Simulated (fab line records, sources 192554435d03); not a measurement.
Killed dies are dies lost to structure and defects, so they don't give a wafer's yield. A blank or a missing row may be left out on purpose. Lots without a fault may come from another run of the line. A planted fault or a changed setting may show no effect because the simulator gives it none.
Problem report in the 8D (eight disciplines) form, filled by code | flow n5_finfet | the parts of the form that need people (team, actions taken, sign-off) are left out

1. THE PROBLEM
spin_speed_rpm at N5_BEOL_M3_COAT_76 reads a mean of 1417.9 rpm on 6 wafers of 2 lots; wafers without a fault read 1499.8 rpm with a standard deviation of 1. That is -82 standard deviations from the usual mean.
The step: time 60 s, resist thk 5 nm.
First seen on wafer L409.2, day 11 02:17, on litho_track-02. The record holds 12 wafers of 4 lots with a number at this step. Rule for "out", or "out of limits": more than 4 standard deviations from the usual mean. The other wafers with a number count as sound.

2. WHAT IT IS AND WHAT IT IS NOT
question                    | is                     | is not
which readings at this step | spin_speed_rpm         | -
which lots                  | L409, L410             | L406, L420
which wafers of those lots  | all that have a number | -
read on which tools         | litho_track-02         | litho_track-04
when                        | from day 11 02:17      | up to then (3 sound wafers); but 3 sound wafers of L420 came after

3. SUSPECTS, AND WHAT RULES EACH OUT
Counting: a tool at a process step up to the reading stays a suspect if it ran every lot that is out and no sound lot after the first of them.
- litho_track-02 at N5_BEOL_M3_COAT_76 (time 60 s, resist thk 5 nm): kept. It ran every lot that is out, first L409 (day 11 02:17), and no sound lot after that; its last sound lot up to then is L406 (day 8 22:00). Its own readings are out on those wafers: spin_speed_rpm.
Left after counting: litho_track-02 at N5_BEOL_M3_COAT_76.

4. THE CAUSE (what the simulator had put in)
Process parameter drift: litho_track-02, from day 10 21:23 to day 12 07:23, at N5_BEOL_M3_COAT_76. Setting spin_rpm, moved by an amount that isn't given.
Counting left only this tool.

5. THE CHAIN OF EFFECTS, in route order
Each row: a reading whose mean over the struck wafers that have a number lies more than 3 standard deviations from the usual. Only readings for which the record gives a usual standard deviation are gone through. hours: the time from each lot's start at the first step in this table that gives one to its start at this step, as a median over the lots. sigmas: the change in usual standard deviations.
hours | step               | reading        | usual      | on struck wafers | change | sigmas
0     | N5_BEOL_M3_COAT_76 | spin_speed_rpm | 1499.8 rpm | 1417.9           | -81.9  | -82
The process steps in it:
- N5_BEOL_M3_COAT_76: time 60 s, resist thk 5 nm.
Later measuring or inspecting steps at which every struck wafer that the step has a row for has a number for every such reading, and none has moved that far: N5_BEOL_M4_RC_MEAS_101.

6. WHAT WOULD HAVE CAUGHT IT SOONER
In this record the first reading out of limits was taken at day 11 02:17, 5 hours after the fault began at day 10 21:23.
